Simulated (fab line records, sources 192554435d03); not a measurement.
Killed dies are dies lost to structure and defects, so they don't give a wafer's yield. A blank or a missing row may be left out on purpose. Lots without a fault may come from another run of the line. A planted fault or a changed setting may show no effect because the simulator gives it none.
Split-lot experiment | flow n5_finfet | 7 lots, 21 wafers read, on a route of 1938 steps

THE SPLIT
At N5_BEOL_M3_COAT_67 (time 60 s, resist thk 60 nm), the setting spin_rpm was moved away from the recipe's 1500 rpm on 3 of the 21 wafers read, by -9.8% to +6.3%. The other wafers ran this setting at the recipe's value.

FROM THE SPLIT TO THE READING: what the file shows between them, 8 steps
- N5_BEOL_M3_COAT_22: resist thk 30 nm (also split here: spin_rpm)
- N5_BEOL_M3_EBR_24
- N5_BEOL_M3_SOFTBAKE_23: time 60 s
- N5_BEOL_M3_EXPOSE_25: exposes mask V2, defocus 5 nm
- N5_BEOL_M3_PEB_26: peb time 60 s
- N5_BEOL_M3_DEVELOP_27: develop time 30 s
- N5_BEOL_M3_ALD_98: deposits SiO2, target thk 2.5 nm, pulse time 1 s, co reactant pulse time 1 s
- N5_BEOL_M3_ETCHBACK_99: etches SiO2 in CHF3, target depth 5 nm, time 10.4 s

THE READING
etch.depth_nm (the simulator's own value, which no gauge read), in nm, at N5_BEOL_M3_ETCH_70 (etches SOC in N2/H2, target depth 80 nm, overetch 16 nm, time 120 s). The file gives no usual value for it. The 18 wafers here that ran the recipe average 60.17 nm, standard deviation 0.13 nm.

wafer  | tool, chamber at the split | spin_rpm as run, rpm | against the recipe | etch.depth_nm, nm | against lot-mates on the recipe
L076.1 | litho_track-05, 0          | 1500                 | recipe             | 60.02             | -
L076.5 | litho_track-05, 0          | 1500                 | recipe             | 60.15             | -
L076.6 | litho_track-05, 0          | 1353                 | -9.8%              | 63.22             | +3.13
L080.4 | litho_track-05, 0          | 1353                 | -9.8%              | 63.46             | +3.32
L080.5 | litho_track-05, 0          | 1500                 | recipe             | 60.17             | -
L080.6 | litho_track-05, 0          | 1500                 | recipe             | 60.12             | -
L082.3 | litho_track-02, 0          | 1500                 | recipe             | 60.4              | -
L082.4 | litho_track-02, 0          | 1500                 | recipe             | 60.22             | -
L082.6 | litho_track-02, 0          | 1500                 | recipe             | 60.38             | -
L083.3 | litho_track-02, 0          | 1500                 | recipe             | 60.37             | -
L083.4 | litho_track-02, 0          | 1500                 | recipe             | 60.38             | -
L083.5 | litho_track-02, 0          | 1500                 | recipe             | 60.07             | -
L084.1 | litho_track-02, 0          | 1500                 | recipe             | 60.18             | -
L084.3 | litho_track-02, 0          | 1500                 | recipe             | 60.16             | -
L084.6 | litho_track-02, 0          | 1500                 | recipe             | 60.26             | -
L085.1 | litho_track-01, 0          | 1500                 | recipe             | 60.08             | -
L085.3 | litho_track-01, 0          | 1500                 | recipe             | 60.01             | -
L085.6 | litho_track-01, 0          | 1500                 | recipe             | 60.06             | -
L096.3 | litho_track-01, 0          | 1500                 | recipe             | 60.11             | -
L096.5 | litho_track-01, 0          | 1595                 | +6.3%              | 58.15             | -1.90
L096.6 | litho_track-01, 0          | 1500                 | recipe             | 59.98             | -

THE FIT
A straight line over all 21 wafers: etch.depth_nm changes by -0.322 nm for each +1% of spin_rpm; r = -0.99; the points scatter about the line by 0.13 nm.
The same after taking each lot's own level away (the mean of its wafers on the recipe; 21 wafers): -0.323 nm for each +1%; r = -1.00; scatter 0.089 nm.
On that fit, the largest move of spin_rpm shifts the reading by 3.2 nm.
The lots' own levels span 60.045 to 60.333 nm, that is 2.2 times the standard deviation above.
So the lot-to-lot level changes the slope little: the two slopes agree.
Check: with one of the wafers moved furthest among these (-9.8%) left out of the fit, the line predicts +3.21 nm for it against its lot-mates. It came out at +3.13 nm against them.

OTHER SPLITS ON THESE WAFERS
These wafers also went through other splits before the reading. Each is held against what the fit with the lots' levels taken away leaves over:
other split on the same wafers | wafers away from the commonest value | r with etch.depth_nm (lot level and that fit taken away)
N5_BEOL_M3_COAT_22 spin_rpm    | 7                                    | -0.27

THE WHOLE CHAIN: every reading that the file lists as answering this split, in the file's order
step               | what it does                                                        | reading                                                                        | change (the file's fit)               | r (the file's)
N5_BEOL_M3_COAT_67 | time 60 s, resist thk 60 nm                                         | SOC_of_BEOL_M3_COAT_67.thk_nm (the simulator's own value, which no gauge read) | -0.318 nm for each +1% of the setting | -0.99
N5_BEOL_M3_ETCH_70 | etches SOC in N2/H2, target depth 80 nm, overetch 16 nm, time 120 s | etch.depth_nm (the simulator's own value, which no gauge read)                 | -0.324 nm for each +1% of the setting | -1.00

THE FILE'S OWN FIT
etch.depth_nm changes by -0.324 nm for each +1% of spin_rpm, r = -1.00.
